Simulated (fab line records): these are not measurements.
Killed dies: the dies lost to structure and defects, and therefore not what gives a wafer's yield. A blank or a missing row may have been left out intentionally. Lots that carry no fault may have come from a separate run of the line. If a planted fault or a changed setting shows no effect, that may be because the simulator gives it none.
Split-lot experiment :: flow n5_finfet :: 7 lots, 39 wafers read, on a route of 1938 steps

## THE SPLIT ITSELF
At N5_DUMMY_GATE_ETCH_37 (etches SOC in N2/H2, target depth 60 nm, overetch 30 nm), the setting source_w was moved away from the recipe's 840 W on 12 of the 39 wafers read, by -17.5% to +7.8%. All remaining wafers had this setting at the recipe value.

Reading taken at the split's own step.

## THE READING
rf_vpp_V, in V, at N5_DUMMY_GATE_ETCH_37 (etches SOC in N2/H2, target depth 60 nm, overetch 30 nm). A value of 524.5 V with a standard deviation of 1.8 V is what fault-free wafers of this fab line usually give.

wafer: L075.1
tool, chamber at the split: rie_diel-04, 0
source_w as run, W: 840
against the recipe: recipe
rf_vpp_V, V: 524.7
against lot-mates on the recipe: -

wafer: L075.2
tool, chamber at the split: rie_diel-04, 1
source_w as run, W: 840
against the recipe: recipe
rf_vpp_V, V: 523.1
against lot-mates on the recipe: -

wafer: L075.3
tool, chamber at the split: rie_diel-04, 2
source_w as run, W: 840
against the recipe: recipe
rf_vpp_V, V: 525.2
against lot-mates on the recipe: -

wafer: L075.4
tool, chamber at the split: rie_diel-04, 1
source_w as run, W: 840
against the recipe: recipe
rf_vpp_V, V: 522.3
against lot-mates on the recipe: -

wafer: L075.5
tool, chamber at the split: rie_diel-04, 0
source_w as run, W: 840
against the recipe: recipe
rf_vpp_V, V: 524.4
against lot-mates on the recipe: -

wafer: L075.6
tool, chamber at the split: rie_diel-04, 2
source_w as run, W: 840
against the recipe: recipe
rf_vpp_V, V: 524.4
against lot-mates on the recipe: -

wafer: L079.1
tool, chamber at the split: rie_diel-02, 0
source_w as run, W: 840
against the recipe: recipe
rf_vpp_V, V: 521.1
against lot-mates on the recipe: -

wafer: L079.2
tool, chamber at the split: rie_diel-02, 2
source_w as run, W: 693
against the recipe: -17.5%
rf_vpp_V, V: 558.5
against lot-mates on the recipe: +34.9

wafer: L079.3
tool, chamber at the split: rie_diel-02, 3
source_w as run, W: 840
against the recipe: recipe
rf_vpp_V, V: 526.5
against lot-mates on the recipe: -

wafer: L079.4
tool, chamber at the split: rie_diel-02, 1
source_w as run, W: 693
against the recipe: -17.5%
rf_vpp_V, V: 561.0
against lot-mates on the recipe: +37.4

wafer: L079.5
tool, chamber at the split: rie_diel-02, 1
source_w as run, W: 693
against the recipe: -17.5%
rf_vpp_V, V: 559.7
against lot-mates on the recipe: +36.1

wafer: L079.6
tool, chamber at the split: rie_diel-02, 2
source_w as run, W: 840
against the recipe: recipe
rf_vpp_V, V: 523.2
against lot-mates on the recipe: -

wafer: L082.1
tool, chamber at the split: rie_diel-02, 1
source_w as run, W: 774.3
against the recipe: -7.8%
rf_vpp_V, V: 541.5
against lot-mates on the recipe: +16.8

wafer: L082.2
tool, chamber at the split: rie_diel-02, 3
source_w as run, W: 774.3
against the recipe: -7.8%
rf_vpp_V, V: 542.9
against lot-mates on the recipe: +18.2

wafer: L082.3
tool, chamber at the split: rie_diel-02, 2
source_w as run, W: 840
against the recipe: recipe
rf_vpp_V, V: 525.3
against lot-mates on the recipe: -

wafer: L082.4
tool, chamber at the split: rie_diel-02, 0
source_w as run, W: 774.3
against the recipe: -7.8%
rf_vpp_V, V: 534.0
against lot-mates on the recipe: +9.3

wafer: L082.5
tool, chamber at the split: rie_diel-02, 3
source_w as run, W: 840
against the recipe: recipe
rf_vpp_V, V: 525.3
against lot-mates on the recipe: -

wafer: L082.6
tool, chamber at the split: rie_diel-02, 2
source_w as run, W: 840
against the recipe: recipe
rf_vpp_V, V: 523.5
against lot-mates on the recipe: -

wafer: L088.1
tool, chamber at the split: rie_diel-04, 2
source_w as run, W: 729.5
against the recipe: -13.2%
rf_vpp_V, V: 551.1
against lot-mates on the recipe: +26.1

wafer: L088.2
tool, chamber at the split: rie_diel-04, 3
source_w as run, W: 840
against the recipe: recipe
rf_vpp_V, V: 525.9
against lot-mates on the recipe: -

wafer: L088.3
tool, chamber at the split: rie_diel-04, 0
source_w as run, W: 729.5
against the recipe: -13.2%
rf_vpp_V, V: 548.8
against lot-mates on the recipe: +23.8

wafer: L088.4
tool, chamber at the split: rie_diel-04, 2
source_w as run, W: 840
against the recipe: recipe
rf_vpp_V, V: 524.9
against lot-mates on the recipe: -

wafer: L088.5
tool, chamber at the split: rie_diel-04, 3
source_w as run, W: 840
against the recipe: recipe
rf_vpp_V, V: 524.2
against lot-mates on the recipe: -

wafer: L088.6
tool, chamber at the split: rie_diel-04, 0
source_w as run, W: 729.5
against the recipe: -13.2%
rf_vpp_V, V: 549.6
against lot-mates on the recipe: +24.6

wafer: L089.1
tool, chamber at the split: rie_diel-04, 0
source_w as run, W: 840
against the recipe: recipe
rf_vpp_V, V: 524.6
against lot-mates on the recipe: -

wafer: L089.2
tool, chamber at the split: rie_diel-04, 2
source_w as run, W: 840
against the recipe: recipe
rf_vpp_V, V: 523.8
against lot-mates on the recipe: -

wafer: L089.3
tool, chamber at the split: rie_diel-04, 3
source_w as run, W: 840
against the recipe: recipe
rf_vpp_V, V: 525.0
against lot-mates on the recipe: -

wafer: L089.4
tool, chamber at the split: rie_diel-04, 3
source_w as run, W: 840
against the recipe: recipe
rf_vpp_V, V: 525.2
against lot-mates on the recipe: -

wafer: L089.5
tool, chamber at the split: rie_diel-04, 0
source_w as run, W: 840
against the recipe: recipe
rf_vpp_V, V: 524.0
against lot-mates on the recipe: -

wafer: L089.6
tool, chamber at the split: rie_diel-04, 2
source_w as run, W: 840
against the recipe: recipe
rf_vpp_V, V: 524.7
against lot-mates on the recipe: -

wafer: L090.3
tool, chamber at the split: rie_diel-05, 0
source_w as run, W: 840
against the recipe: recipe
rf_vpp_V, V: 525.9
against lot-mates on the recipe: -

wafer: L090.4
tool, chamber at the split: rie_diel-05, 3
source_w as run, W: 840
against the recipe: recipe
rf_vpp_V, V: 523.4
against lot-mates on the recipe: -

wafer: L090.6
tool, chamber at the split: rie_diel-05, 2
source_w as run, W: 840
against the recipe: recipe
rf_vpp_V, V: 526.5
against lot-mates on the recipe: -

wafer: L091.1
tool, chamber at the split: rie_diel-04, 1
source_w as run, W: 840
against the recipe: recipe
rf_vpp_V, V: 522.3
against lot-mates on the recipe: -

wafer: L091.2
tool, chamber at the split: rie_diel-04, 2
source_w as run, W: 840
against the recipe: recipe
rf_vpp_V, V: 524.9
against lot-mates on the recipe: -

wafer: L091.3
tool, chamber at the split: rie_diel-04, 3
source_w as run, W: 905.3
against the recipe: +7.8%
rf_vpp_V, V: 514.0
against lot-mates on the recipe: -10.2

wafer: L091.4
tool, chamber at the split: rie_diel-04, 0
source_w as run, W: 905.3
against the recipe: +7.8%
rf_vpp_V, V: 511.4
against lot-mates on the recipe: -12.8

wafer: L091.5
tool, chamber at the split: rie_diel-04, 2
source_w as run, W: 905.3
against the recipe: +7.8%
rf_vpp_V, V: 513.2
against lot-mates on the recipe: -11.0

wafer: L091.6
tool, chamber at the split: rie_diel-04, 3
source_w as run, W: 840
against the recipe: recipe
rf_vpp_V, V: 525.4
against lot-mates on the recipe: -

THE FIT
A straight line over all 39 wafers: rf_vpp_V changes by -1.91 V for each +1% of source_w; r = -0.99; the points scatter about the line by 1.9 V.
The same after taking each lot's own level away (the mean of its wafers on the recipe; 39 wafers): -1.91 V for each +1%; r = -0.99; scatter 2 V.
Per that fit: largest source_w move, reading shift of 33 V.
The lots' own levels span 523.60 to 525.27 V, that is 0.9 times the standard deviation above.
Consequently the slope shifts little with the lot-to-lot level, the two slopes agreeing.
Check: for one of the wafers moved furthest among these (-17.5%), held out of the fit, the line's prediction against its lot-mates is +33.7 V. Against them it came out at +34.9 V.
Tool readings at the split's step, against how far the setting was moved: rf_vpp_V r = -0.99.

## OTHER SPLITS ON THESE WAFERS
Other splits were also applied to these wafers ahead of the reading. Each is held against what the fit with the lots' levels taken away leaves over:
other split on the same wafers: N5_WELL_APT_EPI_41 target_thk_a
wafers away from the commonest value: 15
r with rf_vpp_V (lot level and that fit taken away): +0.02

other split on the same wafers: N5_DUMMY_GATE_EXPOSE_12 dose_mj
wafers away from the commonest value: 15
r with rf_vpp_V (lot level and that fit taken away): +0.21

## FILE'S OWN FIT
rf_vpp_V changes by -1.93 V for each +1% of source_w, r = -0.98.
